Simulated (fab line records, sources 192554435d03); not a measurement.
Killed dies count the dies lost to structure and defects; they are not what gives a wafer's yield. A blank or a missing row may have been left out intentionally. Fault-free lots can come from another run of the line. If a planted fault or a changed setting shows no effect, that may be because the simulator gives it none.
fab line records    flow n5_finfet    part 1 of 2: steps 1 to 26 of 35
[record] lots = 5  wafers = 15  last_day = 16
route steps=1938 shown BEOL_M3@990 BEOL_M4@1021
lots that met no fault: taken from a fault-free run of the same line
start_h: hours from the record's opening day to when the first of the lot's shown wafers began    wait_h: hours from the lot's prior step to this one    " same as the row above    L1.1+2: several wafers, shown together as one row    - either no value or no given start    * or withheld: withheld    < > ~ a bound
route shown NAME@n: NAME is a module with steps in the file, n the number in the route of the first one    usual: average and standard deviation across the fault-free wafers    same: alike in all rows    chamber/n: place in a boat    sites: per-site readings    _std_site: standard deviation across them    _edge_site: the outer-site mean with the inner-site mean subtracted    radius_mm: how far each site lies from the wafer's centre    mask NAME#n: copy n    behind: tool/chamber where the wafer was last shaped    hold: why the lot went on hold/how many hours it stayed there/how the hold came to an end    device: names the non-switching transistor (n, p or np)    end of line: at the end of the route, the tests of the same wafers    where a step has no rows: the recipe by itself    killed: dies lost to structure and defects at the first sort, not the wafer's yield    map: shows each die of a wafer: x if killed, . if not, _ if none is there
set.NAME: the setting the step ran with; set.NAME@STEP: the setting that earlier step ran with    model.NAME: the simulator's own value behind a step, which no gauge read
certain route steps with their lots: each step a table, each wafer a row
services: a tool's chamber out of use, with start hour (start_h, from the record's first day; less than 0 if before it), hours out, and reason
[[steps]]
[step N5_BEOL_M3_PRE_CLEAN_45]
[recipe] gas = H2/He  time_s = 30  temp_c = 250
[usual] heater_power_w = 342/48
lot.wafer  tool            chamber  start_h  wait_h  heater_power_w
L078.3     pvd_sputter-03  -        181.65   0.0     362
L078.4     "               -        "        "       318
L078.5     "               -        "        "       303
L077.1     pvd_sputter-03  -        184.57   0.0     306
L077.5     "               -        "        "       304
L077.6     "               -        "        "       350
L080.3     pvd_sputter-01  -        184.62   0.0     351
L080.4     "               -        "        "       306
L080.5     "               -        "        "       308
L079.1     pvd_sputter-03  -        184.81   0.0     320
L079.2     "               -        "        "       308
L079.5     "               -        "        "       310
L094.1     pvd_sputter-02  -        268.47   0.0     418
L094.3     "               -        "        "       306
L094.4     "               -        "        "       353
[step N5_BEOL_M3_ALD_84]
[recipe] material = TaN  target_thk_a = *  temp_c = 275  ald_precursor_family = PDMAT  ald_co_reactant = NH3  pressure_torr = 3  carrier_flow_sccm = 1500  pulse_time_s = 2  purge_time_s = 3  co_reactant_purge_time_s = 2  co_reactant_pulse_time_s = 3  ald_cycles = 30  precursor_vessel_temp_c = 75  precursor_vessel_pressure_torr = 26.25  precursor_vessel_carrier_sccm = 1000
[usual] heater_power_w = 445/55
lot.wafer  tool          chamber  start_h  wait_h  heater_power_w
L078.3     ald_metal-02  3        181.71   0.0     382
L078.4     "             1        "        "       542
L078.5     "             2        "        "       411
L077.1     ald_metal-02  0        184.65   0.1     509
L077.5     "             2        "        "       412
L077.6     "             3        "        "       380
L080.3     ald_metal-01  2        184.68   0.0     451
L080.4     "             0        "        "       376
L080.5     "             1        "        "       448
L079.1     ald_metal-02  2        184.87   0.0     404
L079.2     "             1        "        "       544
L079.5     "             2        "        "       398
L094.1     ald_metal-02  3        268.55   0.1     379
L094.3     "             2        "        "       411
L094.4     "             1        "        "       554
[step N5_BEOL_M3_SURFACE_TREAT_85]
[recipe] gas = Ar  time_s = *  ion_energy_ev = *  ion_current_ma_cm2 = 0.5  pressure_mtorr = *  ar_flow_sccm = 30
[usual] ar_flow_sccm = 30.01/0.097  throttle_valve_pct = *
lot.wafer  tool            chamber  start_h  wait_h  ar_flow_sccm  throttle_valve_pct
L078.3     pvd_sputter-02  -        181.94   0.1     30.00         *
L078.4     "               -        "        "       29.91         *
L078.5     "               -        "        "       29.93         *
L077.1     pvd_sputter-03  -        184.88   0.1     29.94         *
L077.5     "               -        "        "       30.06         *
L077.6     "               -        "        "       29.92         *
L080.3     pvd_sputter-03  -        184.92   0.1     30.10         *
L080.4     "               -        "        "       30.12         *
L080.5     "               -        "        "       30.03         *
L079.1     pvd_sputter-01  -        185.12   0.1     29.99         *
L079.2     "               -        "        "       29.93         *
L079.5     "               -        "        "       29.88         *
L094.1     pvd_sputter-02  -        268.85   0.2     30.04         *
L094.3     "               -        "        "       30.07         *
L094.4     "               -        "        "       30.16         *
[step N5_BEOL_M3_CVD_47]
[recipe] material = Co  target_thk_a = 30  temp_c = withheld  precursor = CCTBA/H2  pressure_torr = 30  time_s = 223.8
lot.wafer   tool       chamber  start_h  wait_h
L078.3+4+5  cvd_co-01  0,0,2    182.10   0.1
L077.1+5+6  cvd_co-01  2,0,2    184.94   0.0
L080.3+4+5  cvd_co-02  0,2,1    184.98   0.0
L079.1+2+5  cvd_co-02  2,1,0    185.48   0.3
L094.1+3+4  cvd_co-01  2,0,0    268.91   0.0
[step N5_BEOL_M3_SPUTTER_48]
[recipe] material = Cu  target_thk_a = 45  temp_c = -20  chamber_pressure_pa = 0.07  power_w = withheld  time_s = 8.29
[usual] throttle_valve_pct = 30.3/0.98
lot.wafer  tool            chamber  start_h  wait_h  throttle_valve_pct
L078.3     pvd_sputter-01  -        182.26   0.1     30.5
L078.4     "               -        "        "       30.2
L078.5     "               -        "        "       30.2
L077.1     pvd_sputter-03  -        185.11   0.1     31.4
L077.5     "               -        "        "       30.9
L077.6     "               -        "        "       31.0
L080.3     pvd_sputter-01  -        185.16   0.1     28.2
L080.4     "               -        "        "       29.9
L080.5     "               -        "        "       30.1
L079.1     pvd_sputter-03  -        186.95   1.4     31.3
L079.2     "               -        "        "       30.8
L079.5     "               -        "        "       32.4
L094.1     pvd_sputter-01  -        269.09   0.1     29.3
L094.3     "               -        "        "       28.3
L094.4     "               -        "        "       30.5
[step N5_BEOL_M3_ANNEAL_49]
[recipe] temp_c = 400  time_s = 240  ambient = vacuum
[usual] heater_power_w = 858/120
lot.wafer  tool            chamber  start_h  wait_h  heater_power_w
L078.3     pvd_sputter-01  -        182.34   0.0     901
L078.4     "               -        "        "       1130
L078.5     "               -        "        "       907
L077.1     pvd_sputter-03  -        185.19   0.0     790
L077.5     "               -        "        "       893
L077.6     "               -        "        "       762
L080.3     pvd_sputter-01  -        185.24   0.0     739
L080.4     "               -        "        "       855
L080.5     "               -        "        "       1118
L079.1     pvd_sputter-03  -        187.03   0.0     804
L079.2     "               -        "        "       750
L079.5     "               -        "        "       777
L094.1     pvd_sputter-01  -        269.17   0.0     853
L094.3     "               -        "        "       768
L094.4     "               -        "        "       881
[step N5_BEOL_M3_SPUTTER_79]
[recipe] material = Cu  target_thk_a = 45  temp_c = -20  chamber_pressure_pa = 0.07  power_w = withheld  time_s = 8.29
[usual] throttle_valve_pct = 30.3/0.95
lot.wafer  tool            chamber  start_h  wait_h  throttle_valve_pct
L078.3     pvd_sputter-01  -        182.48   0.1     30.4
L078.4     "               -        "        "       30.2
L078.5     "               -        "        "       30.5
L077.1     pvd_sputter-03  -        185.33   0.1     31.3
L077.5     "               -        "        "       30.8
L077.6     "               -        "        "       30.9
L080.3     pvd_sputter-01  -        185.38   0.1     28.4
L080.4     "               -        "        "       29.4
L080.5     "               -        "        "       30.2
L079.1     pvd_sputter-03  -        187.17   0.1     31.4
L079.2     "               -        "        "       30.9
L079.5     "               -        "        "       32.1
L094.1     pvd_sputter-01  -        269.31   0.1     29.3
L094.3     "               -        "        "       28.4
L094.4     "               -        "        "       30.5
[step N5_BEOL_M3_ANNEAL_80]
[recipe] temp_c = 400  time_s = 240  ambient = vacuum
[usual] heater_power_w = 859/120
lot.wafer  tool            chamber  start_h  wait_h  heater_power_w
L078.3     pvd_sputter-01  -        182.56   0.0     865
L078.4     "               -        "        "       1119
L078.5     "               -        "        "       872
L077.1     pvd_sputter-03  -        185.41   0.0     800
L077.5     "               -        "        "       911
L077.6     "               -        "        "       739
L080.3     pvd_sputter-01  -        185.46   0.0     767
L080.4     "               -        "        "       844
L080.5     "               -        "        "       1135
L079.1     pvd_sputter-03  -        187.25   0.0     794
L079.2     "               -        "        "       769
L079.5     "               -        "        "       799
L094.1     pvd_sputter-01  -        269.39   0.0     875
L094.3     "               -        "        "       774
L094.4     "               -        "        "       889
[step N5_BEOL_M3_SPUTTER_81]
[recipe] material = Cu  target_thk_a = 45  temp_c = -20  chamber_pressure_pa = 0.07  power_w = withheld  time_s = 8.29
[usual] throttle_valve_pct = 30.3/0.95
lot.wafer  tool            chamber  start_h  wait_h  throttle_valve_pct
L078.3     pvd_sputter-01  -        182.70   0.1     30.5
L078.4     "               -        "        "       30.3
L078.5     "               -        "        "       30.4
L077.1     pvd_sputter-03  -        185.55   0.1     31.1
L077.5     "               -        "        "       30.8
L077.6     "               -        "        "       30.8
L080.3     pvd_sputter-01  -        185.60   0.1     28.5
L080.4     "               -        "        "       29.7
L080.5     "               -        "        "       30.4
L079.1     pvd_sputter-03  -        187.39   0.1     31.1
L079.2     "               -        "        "       31.1
L079.5     "               -        "        "       31.8
L094.1     pvd_sputter-01  -        269.53   0.1     29.7
L094.3     "               -        "        "       28.5
L094.4     "               -        "        "       30.4
[step N5_BEOL_M3_ANNEAL_82]
[recipe] temp_c = 400  time_s = 240  ambient = vacuum
[usual] heater_power_w = 859/120
lot.wafer  tool            chamber  start_h  wait_h  heater_power_w
L078.3     pvd_sputter-01  -        182.78   0.0     896
L078.4     "               -        "        "       1113
L078.5     "               -        "        "       883
L077.1     pvd_sputter-03  -        185.63   0.0     780
L077.5     "               -        "        "       906
L077.6     "               -        "        "       747
L080.3     pvd_sputter-01  -        185.68   0.0     763
L080.4     "               -        "        "       851
L080.5     "               -        "        "       1128
L079.1     pvd_sputter-03  -        187.47   0.0     799
L079.2     "               -        "        "       759
L079.5     "               -        "        "       762
L094.1     pvd_sputter-01  -        269.61   0.0     877
L094.3     "               -        "        "       751
L094.4     "               -        "        "       866
[step N5_BEOL_M3_SPUTTER_86]
[recipe] material = Cu  target_thk_a = 45  temp_c = -20  chamber_pressure_pa = 0.07  power_w = withheld  time_s = 8.29
[usual] throttle_valve_pct = 30.3/0.98
lot.wafer  tool            chamber  start_h  wait_h  throttle_valve_pct
L078.3     pvd_sputter-01  -        182.92   0.1     30.6
L078.4     "               -        "        "       30.4
L078.5     "               -        "        "       30.6
L077.1     pvd_sputter-03  -        185.77   0.1     31.1
L077.5     "               -        "        "       30.7
L077.6     "               -        "        "       30.7
L080.3     pvd_sputter-01  -        185.82   0.1     28.2
L080.4     "               -        "        "       29.5
L080.5     "               -        "        "       30.2
L079.1     pvd_sputter-03  -        187.61   0.1     31.3
L079.2     "               -        "        "       31.2
L079.5     "               -        "        "       32.0
L094.1     pvd_sputter-01  -        269.75   0.1     29.7
L094.3     "               -        "        "       28.1
L094.4     "               -        "        "       30.4
[step N5_BEOL_M3_ANNEAL_87]
[recipe] temp_c = 400  time_s = 240  ambient = vacuum
[usual] heater_power_w = 859/120
lot.wafer  tool            chamber  start_h  wait_h  heater_power_w
L078.3     pvd_sputter-01  -        183.00   0.0     885
L078.4     "               -        "        "       1142
L078.5     "               -        "        "       893
L077.1     pvd_sputter-03  -        185.85   0.0     780
L077.5     "               -        "        "       895
L077.6     "               -        "        "       752
L080.3     pvd_sputter-01  -        185.90   0.0     765
L080.4     "               -        "        "       842
L080.5     "               -        "        "       1119
L079.1     pvd_sputter-03  -        187.69   0.0     796
L079.2     "               -        "        "       760
L079.5     "               -        "        "       783
L094.1     pvd_sputter-01  -        269.83   0.0     879
L094.3     "               -        "        "       753
L094.4     "               -        "        "       876
[step N5_BEOL_M3_SPUTTER_88]
[recipe] material = Cu  target_thk_a = 45  temp_c = -20  chamber_pressure_pa = 0.07  power_w = withheld  time_s = 8.29
[usual] throttle_valve_pct = 30.3/0.95
lot.wafer  tool            chamber  start_h  wait_h  throttle_valve_pct
L078.3     pvd_sputter-01  -        183.14   0.1     30.1
L078.4     "               -        "        "       30.3
L078.5     "               -        "        "       30.3
L077.1     pvd_sputter-03  -        185.99   0.1     31.2
L077.5     "               -        "        "       30.7
L077.6     "               -        "        "       30.9
L080.3     pvd_sputter-01  -        186.04   0.1     28.3
L080.4     "               -        "        "       29.3
L080.5     "               -        "        "       29.9
L079.1     pvd_sputter-03  -        187.83   0.1     31.3
L079.2     "               -        "        "       31.0
L079.5     "               -        "        "       31.9
L094.1     pvd_sputter-01  -        269.97   0.1     29.5
L094.3     "               -        "        "       28.2
L094.4     "               -        "        "       30.4
[step N5_BEOL_M3_ANNEAL_89]
[recipe] temp_c = 400  time_s = 240  ambient = vacuum
[usual] heater_power_w = 858/120
lot.wafer  tool            chamber  start_h  wait_h  heater_power_w
L078.3     pvd_sputter-01  -        183.22   0.0     896
L078.4     "               -        "        "       1110
L078.5     "               -        "        "       877
L077.1     pvd_sputter-03  -        186.07   0.0     807
L077.5     "               -        "        "       895
L077.6     "               -        "        "       746
L080.3     pvd_sputter-01  -        186.12   0.0     728
L080.4     "               -        "        "       858
L080.5     "               -        "        "       1132
L079.1     pvd_sputter-03  -        187.91   0.0     797
L079.2     "               -        "        "       765
L079.5     "               -        "        "       780
L094.1     pvd_sputter-01  -        270.05   0.0     856
L094.3     "               -        "        "       778
L094.4     "               -        "        "       884
[step N5_BEOL_M3_SPUTTER_90]
[recipe] material = Cu  target_thk_a = 45  temp_c = -20  chamber_pressure_pa = 0.07  power_w = withheld  time_s = 8.29
[usual] throttle_valve_pct = 30.3/0.96
lot.wafer  tool            chamber  start_h  wait_h  throttle_valve_pct
L078.3     pvd_sputter-01  -        183.36   0.1     30.4
L078.4     "               -        "        "       30.1
L078.5     "               -        "        "       30.7
L077.1     pvd_sputter-03  -        186.21   0.1     31.2
L077.5     "               -        "        "       30.5
L077.6     "               -        "        "       30.7
L080.3     pvd_sputter-01  -        186.26   0.1     28.5
L080.4     "               -        "        "       29.4
L080.5     "               -        "        "       30.0
L079.1     pvd_sputter-03  -        188.05   0.1     31.3
L079.2     "               -        "        "       30.9
L079.5     "               -        "        "       32.1
L094.1     pvd_sputter-01  -        270.19   0.1     29.4
L094.3     "               -        "        "       28.3
L094.4     "               -        "        "       30.5
[step N5_BEOL_M3_ANNEAL_91]
[recipe] temp_c = 400  time_s = 240  ambient = vacuum
[usual] heater_power_w = 858/120
lot.wafer  tool            chamber  start_h  wait_h  heater_power_w
L078.3     pvd_sputter-01  -        183.44   0.0     911
L078.4     "               -        "        "       1108
L078.5     "               -        "        "       894
L077.1     pvd_sputter-03  -        186.29   0.0     800
L077.5     "               -        "        "       898
L077.6     "               -        "        "       738
L080.3     pvd_sputter-01  -        186.34   0.0     787
L080.4     "               -        "        "       854
L080.5     "               -        "        "       1143
L079.1     pvd_sputter-03  -        188.13   0.0     809
L079.2     "               -        "        "       736
L079.5     "               -        "        "       807
L094.1     pvd_sputter-01  -        270.27   0.0     865
L094.3     "               -        "        "       768
L094.4     "               -        "        "       881
[step N5_BEOL_M3_SPUTTER_92]
[recipe] material = Cu  target_thk_a = 45  temp_c = -20  chamber_pressure_pa = 0.07  power_w = withheld  time_s = 8.29
[usual] throttle_valve_pct = 30.3/0.95
lot.wafer  tool            chamber  start_h  wait_h  throttle_valve_pct
L078.3     pvd_sputter-01  -        183.58   0.1     30.2
L078.4     "               -        "        "       30.3
L078.5     "               -        "        "       30.6
L077.1     pvd_sputter-03  -        186.43   0.1     31.4
L077.5     "               -        "        "       30.7
L077.6     "               -        "        "       30.9
L080.3     pvd_sputter-01  -        186.48   0.1     28.7
L080.4     "               -        "        "       29.6
L080.5     "               -        "        "       30.1
L079.1     pvd_sputter-03  -        188.27   0.1     31.3
L079.2     "               -        "        "       30.7
L079.5     "               -        "        "       31.9
L094.1     pvd_sputter-01  -        270.41   0.1     29.5
L094.3     "               -        "        "       28.2
L094.4     "               -        "        "       30.4
[step N5_BEOL_M3_ANNEAL_93]
[recipe] temp_c = 400  time_s = 240  ambient = vacuum
[usual] heater_power_w = 858/120
lot.wafer  tool            chamber  start_h  wait_h  heater_power_w
L078.3     pvd_sputter-01  -        183.66   0.0     880
L078.4     "               -        "        "       1124
L078.5     "               -        "        "       859
L077.1     pvd_sputter-03  -        186.51   0.0     805
L077.5     "               -        "        "       858
L077.6     "               -        "        "       760
L080.3     pvd_sputter-01  -        186.56   0.0     758
L080.4     "               -        "        "       869
L080.5     "               -        "        "       1100
L079.1     pvd_sputter-03  -        188.35   0.0     793
L079.2     "               -        "        "       749
L079.5     "               -        "        "       785
L094.1     pvd_sputter-01  -        270.49   0.0     862
L094.3     "               -        "        "       759
L094.4     "               -        "        "       885
[step N5_BEOL_M3_SPUTTER_94]
[recipe] material = Cu  target_thk_a = 45  temp_c = -20  chamber_pressure_pa = 0.07  power_w = withheld  time_s = 8.29
[usual] throttle_valve_pct = 30.3/0.97
lot.wafer  tool            chamber  start_h  wait_h  throttle_valve_pct
L078.3     pvd_sputter-01  -        183.80   0.1     30.4
L078.4     "               -        "        "       30.5
L078.5     "               -        "        "       30.0
L077.1     pvd_sputter-03  -        186.65   0.1     31.2
L077.5     "               -        "        "       30.7
L077.6     "               -        "        "       30.8
L080.3     pvd_sputter-01  -        186.70   0.1     28.5
L080.4     "               -        "        "       29.5
L080.5     "               -        "        "       30.0
L079.1     pvd_sputter-03  -        188.49   0.1     31.4
L079.2     "               -        "        "       30.8
L079.5     "               -        "        "       32.2
L094.1     pvd_sputter-01  -        270.63   0.1     29.3
L094.3     "               -        "        "       28.3
L094.4     "               -        "        "       30.2
[step N5_BEOL_M3_ANNEAL_95]
[recipe] temp_c = 400  time_s = 240  ambient = vacuum
[usual] heater_power_w = 858/120
lot.wafer  tool            chamber  start_h  wait_h  heater_power_w
L078.3     pvd_sputter-01  -        183.88   0.0     876
L078.4     "               -        "        "       1118
L078.5     "               -        "        "       884
L077.1     pvd_sputter-03  -        186.73   0.0     784
L077.5     "               -        "        "       885
L077.6     "               -        "        "       733
L080.3     pvd_sputter-01  -        186.78   0.0     772
L080.4     "               -        "        "       874
L080.5     "               -        "        "       1162
L079.1     pvd_sputter-03  -        188.57   0.0     786
L079.2     "               -        "        "       768
L079.5     "               -        "        "       783
L094.1     pvd_sputter-01  -        270.71   0.0     864
L094.3     "               -        "        "       766
L094.4     "               -        "        "       901
[step N5_BEOL_M3_SPUTTER_96]
[recipe] material = Cu  target_thk_a = 45  temp_c = -20  chamber_pressure_pa = 0.07  power_w = withheld  time_s = 8.29
[usual] throttle_valve_pct = 30.3/0.95
lot.wafer  tool            chamber  start_h  wait_h  throttle_valve_pct
L078.3     pvd_sputter-01  -        184.02   0.1     30.4
L078.4     "               -        "        "       30.1
L078.5     "               -        "        "       30.4
L077.1     pvd_sputter-03  -        186.87   0.1     31.1
L077.5     "               -        "        "       30.6
L077.6     "               -        "        "       30.5
L080.3     pvd_sputter-01  -        186.92   0.1     28.5
L080.4     "               -        "        "       29.7
L080.5     "               -        "        "       30.3
L079.1     pvd_sputter-03  -        188.71   0.1     31.3
L079.2     "               -        "        "       31.0
L079.5     "               -        "        "       32.2
L094.1     pvd_sputter-01  -        270.85   0.1     29.6
L094.3     "               -        "        "       28.4
L094.4     "               -        "        "       30.3
[step N5_BEOL_M3_ECD_50]
[recipe] material = Cu  target_thk_a = 3000
lot.wafer   tool       chamber  start_h  wait_h
L078.3+4+5  ecd_cu-01  1,0,0    184.15   0.1
L077.1+5+6  ecd_cu-02  1,1,0    186.99   0.1
L080.3+4+5  ecd_cu-01  0,1,0    187.05   0.1
L079.1+2+5  ecd_cu-02  1,0,0    188.83   0.1
L094.1+3+4  ecd_cu-02  1,1,0    270.97   0.1
[step N5_BEOL_M3_ANNEAL_51]
[recipe] temp_c = 225  time_s = 90  ambient = N2
[usual] wafer_temp_C_max = 226.0/0.38
lot.wafer  tool           chamber  start_h  wait_h  wafer_temp_C_max
L078.3     rtp_anneal-01  0        184.64   0.5     226.1
L078.4     "              0        "        "       225.6
L078.5     "              0        "        "       225.6
L077.1     rtp_anneal-02  0        187.07   0.1     226.4
L077.5     "              0        "        "       226.5
L077.6     "              0        "        "       226.5
L080.3     rtp_anneal-01  0        187.20   0.1     225.8
L080.4     "              0        "        "       226.2
L080.5     "              0        "        "       225.7
L079.1     rtp_anneal-01  0        189.03   0.2     226.0
L079.2     "              0        "        "       225.6
L079.5     "              0        "        "       225.4
L094.1     rtp_anneal-02  0        271.05   0.1     226.3
L094.3     "              0        "        "       226.4
L094.4     "              0        "        "       226.0
[step N5_BEOL_M3_CMP_52]
[recipe] stop_on = SiOC  t_overpolish_s = 6.8  down_force_psi = 1  platen_rpm = 50  clearing_platen_down_force_psi = 1.5  clearing_platen_rpm = 50  post_cmp_clean = cu_alkaline  target_thk_nm = 40  clearing_platen_pad_velocity_m_s = 0.99484  pad_velocity_m_s = 0.99484
[usual] barrier_field_endpoint_s = 24.5/0.57  motor_current_A = 6.0/0.51  overpolish_run_s = 6.802/0.0095  time_to_endpoint_s = 61.5/2.8
lot.wafer  tool    chamber  start_h  wait_h  barrier_field_endpoint_s  motor_current_A  overpolish_run_s  time_to_endpoint_s
L078.4     cmp-04  3        185.08   0.3     23.9                      6.6              6.805             58.4
L078.3     "       0        "        "       23.7                      6.0              6.803             58.1
L078.5     "       3        "        "       24.2                      6.4              6.795             57.2
L080.4     cmp-03  0        187.41   0.1     24.6                      5.3              6.813             58.0
L080.3     "       3        "        "       23.9                      5.4              6.799             59.0
L080.5     "       0        "        "       24.4                      5.1              6.789             60.6
L077.1     cmp-01  1        187.44   0.3     24.3                      6.2              6.810             62.8
L077.6     "       3        "        "       24.0                      6.0              6.796             63.8
L077.5     "       0        "        "       24.4                      5.9              6.814             65.5
L079.2     cmp-04  3        189.33   0.2     23.4                      6.5              6.787             56.4
L079.1     "       2        "        "       24.9                      6.0              6.801             63.9
L079.5     "       3        "        "       24.6                      6.5              6.794             58.3
L094.1     cmp-04  2        271.35   0.3     24.5                      5.7              6.788             61.1
L094.3     "       3        "        "       23.8                      6.8              6.808             57.7
L094.4     "       0        "        "       25.4                      5.8              6.797             61.3
[step N5_BEOL_M3_THK_MEAS_53]
[recipe] thk_meas_gauge = xrf  reads = Cu_of_BEOL_M3_ECD_50
[usual] M3_THK = 39.5/1.5
lot.wafer  tool           chamber  start_h  wait_h  M3_THK[nm]
L078.3     film_metro-02  -        185.33   -       39.6
L078.4     "              -        "        "       37.9
L078.5     "              -        "        "       38.8
L077.1     film_metro-01  -        187.66   -       40.7
L077.5     "              -        "        "       42.6
L077.6     "              -        "        "       40.3
L080.3     film_metro-01  -        187.71   -       36.8
L080.4     "              -        "        "       40.0
L080.5     "              -        "        "       39.5
L079.1     film_metro-01  -        189.62   -       37.6
L079.2     "              -        "        "       39.0
L079.5     "              -        "        "       40.3
L094.1     film_metro-01  -        271.64   -       38.5
L094.3     "              -        "        "       37.8
L094.4     "              -        "        "       41.6
[step N5_BEOL_M3_PRE_CLEAN_60]
[recipe] gas = NH3/H2  time_s = 15  temp_c = *  rf_power_w = 300
[usual] heater_power_w = 99/9.5
lot.wafer  tool       chamber  start_h  wait_h  heater_power_w
L078.3     cvd_co-02  2        185.37   0.0     97
L078.4     "          1        "        "       98
L078.5     "          2        "        "       97
L077.1     cvd_co-01  1        187.69   0.0     90
L077.5     "          0        "        "       115
L077.6     "          1        "        "       93
L080.3     cvd_co-02  0        187.74   0.0     90
L080.4     "          2        "        "       97
L080.5     "          1        "        "       99
L079.1     cvd_co-01  0        189.66   0.0     121
L079.2     "          1        "        "       92
L079.5     "          0        "        "       116
L094.1     cvd_co-01  2        271.68   0.0     94
L094.3     "          0        "        "       121
L094.4     "          0        "        "       117
